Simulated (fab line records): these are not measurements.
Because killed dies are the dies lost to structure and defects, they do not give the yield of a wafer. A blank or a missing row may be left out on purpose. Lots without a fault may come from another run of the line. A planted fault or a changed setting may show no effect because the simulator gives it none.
Struck lot and sound lot, side by side + flow n5 finfet + 37 out of 1938 route steps
Sound: wafers L707.1, L707.3, L707.5. Struck: wafer L716.3. (L716.1, L716.5 of the same lot were not struck and are left out.) The cause comes at the end.
Each step with rows lists, per side, the tool, then ch with its chambers, then its first start. Under that, the readings that differ: sound wafers + struck wafers + difference of the means + sigmas: that difference in standard deviations of wafers without a fault.
alike: words and numbers the same on both sides, and readings whose means are apart by under 2 such deviations; not compared: readings that were withheld, readings missing a value for some wafer, numbers with overlapping values and no deviation given by the record, and bounds like >300 which may hide the same value.
Wherever a step has rows on one side only, a row that says differs or no value, or a row with sigmas, the two part there. Non-overlapping numbers with no deviation appear without sigmas and do not part them. A reading that every wafer of one side lacks parts them only if that side has two wafers or more.

first, 9 steps without rows for these wafers: N5_BEOL_M4_ANNEAL_95 (time 240 s); N5_BEOL_M4_SPUTTER_96 (material Cu, target thk 4.5 nm, time 8.29 s); N5_BEOL_M4_ECD_50 (material Cu, target thk 300 nm); N5_BEOL_M4_ANNEAL_51 (time 90 s); N5_BEOL_M4_CMP_52 (polishes, stops on SiOC, t overpolish 6.8 s, target thk 40 nm); N5_BEOL_M4_PRE_CLEAN_60 (time 15 s); N5_BEOL_M4_CO_CAP_55 (material Co, precursor CCTBA/H2, target thk 2 nm, time 102.1 s); N5_BEOL_M4_PRE_CLEAN_56 (time 15 s); N5_BEOL_M4_DEP_57 (deposits SiCN from 3MS/NH3, target thk 8 nm, time 14 s).
N5_BEOL_M4_RC_MEAS_101:
  sound on prober-01 ch 0, day 9 03:13; struck on prober-02 ch 0, day 11 07:19
| reading        | sound          | struck | difference | sigmas |
|----------------|----------------|--------|------------|--------|
| DIBL_N (mV/V)  | 34.6 31.4 35.9 | 39.1   | +5.1       | +2     |
| IOFF_N (nA/um) | 0.14 0.11 0.16 | 0.22   | +0.08      | +2     |
| IOFF_P (nA/um) | 0.19 0.16 0.20 | 0.28   | +0.10      | +2     |
  alike: DIBL_P, ION_N, ION_P, SS_N, SS_P, VT_N, VT_P
then, 24 steps without rows for these wafers: N5_BEOL_M5_ILD_DEP_00 (deposits SiCOH lowk from DEMS/porogen, target thk 140.64 nm, time 25.9 s); N5_BEOL_M5_CURE_79 (cures SiCOH lowk, time 240 s); N5_BEOL_M5_PECVD_70 (deposits SiO2 from TEOS/O2, target thk 16 nm, time 18 s); N5_BEOL_M5_HM_DEP_02 (deposits TiN, target thk 20 nm); N5_BEOL_M5_COAT_59 (time 60 s, resist thk 60 nm); N5_BEOL_M5_COAT_60 (time 60 s, resist thk 12 nm); N5_BEOL_M5_COAT_71 (time 60 s, resist thk 5 nm); N5_BEOL_M5_COAT_05 (resist thk 30 nm); N5_BEOL_M5_EBR_07; N5_BEOL_M5_SOFTBAKE_06 (time 60 s); N5_BEOL_M5_EXPOSE_08 (exposes mask M5, target cd 28 nm); N5_BEOL_M5_PEB_09 (peb time 60 s); N5_BEOL_M5_DEVELOP_10 (develop time 30 s); N5_BEOL_M5_DESCUM_16 (chemistry O2, time 7 s); N5_BEOL_M5_ETCH_72 (etches underlayer in N2/H2, target depth 6.5 nm, time 5.2 s); N5_BEOL_M5_ETCH_61 (etches SiARC in CF4, target depth 15.6 nm, time 26 s); N5_BEOL_M5_ETCH_62 (etches SOC in N2/H2, target depth 75 nm, overetch 15 nm, time 112.5 s); N5_BEOL_M5_STRIP_63 (strips in N2/H2); N5_BEOL_M5_STRIP_73 (strips in N2/H2); N5_BEOL_M5_STRIP_64 (strips in CF4); N5_BEOL_M5_HM_OPEN_17 (chemistry Cl2/BCl3, target TiN, target depth 20 nm, overetch 6 nm); N5_BEOL_M5_STRIP_19 (strips in O2); N5_BEOL_M5_COAT_65 (time 60 s, resist thk 60 nm); N5_BEOL_M5_COAT_66 (time 60 s, resist thk 12 nm).
N5_BEOL_M6_HM_OPEN_17: chemistry Cl2/BCl3, target TiN, target depth 20 nm, overetch 6 nm.
  sound on rie metal-02 ch 0,1, day 9 19:23; struck on rie metal-02 ch 1, day 11 21:47
| reading                                  | sound             | struck | difference | sigmas |
|------------------------------------------|-------------------|--------|------------|--------|
| model.SOC_of_BEOL_M6_COAT_59.thk nm (nm) | 91.4 91.2 91      | 94.4   | +3.2       |        |
| model.etch.depth nm (nm)                 | 19.92 20.16 20.07 | 18.31  | -1.74      |        |
  alike: drypump motor current A, oes product au, throttle valve pct
  not compared: rf hours counter h
N5_BEOL_M6_OCD_MEAS_38:
  sound: ocd-01 at day 9 22:46; struck: ocd-01 at day 11 22:50
| reading              | sound          | struck | difference | sigmas |
|----------------------|----------------|--------|------------|--------|
| trench depth nm (nm) | 95.0 96.7 94.5 | 68.5   | -26.9      | -11    |
-- record jumps: 4 days separate the struck wafers' starts on either side; left off in module BEOL_M6, taken up again in module PASSIVATION, whose first shown step is the route's number 1936 --
N5_PASSIVATION_PROBE_49:
  rows exist in the record for the struck wafers here (prober-02, day 15 23:41), but not for the sound ones

WHERE THEY PART
Last at N5_PASSIVATION_PROBE_49 as far as this record goes, first at N5_BEOL_M4_RC_MEAS_101.

WHY: the cause the simulator had injected
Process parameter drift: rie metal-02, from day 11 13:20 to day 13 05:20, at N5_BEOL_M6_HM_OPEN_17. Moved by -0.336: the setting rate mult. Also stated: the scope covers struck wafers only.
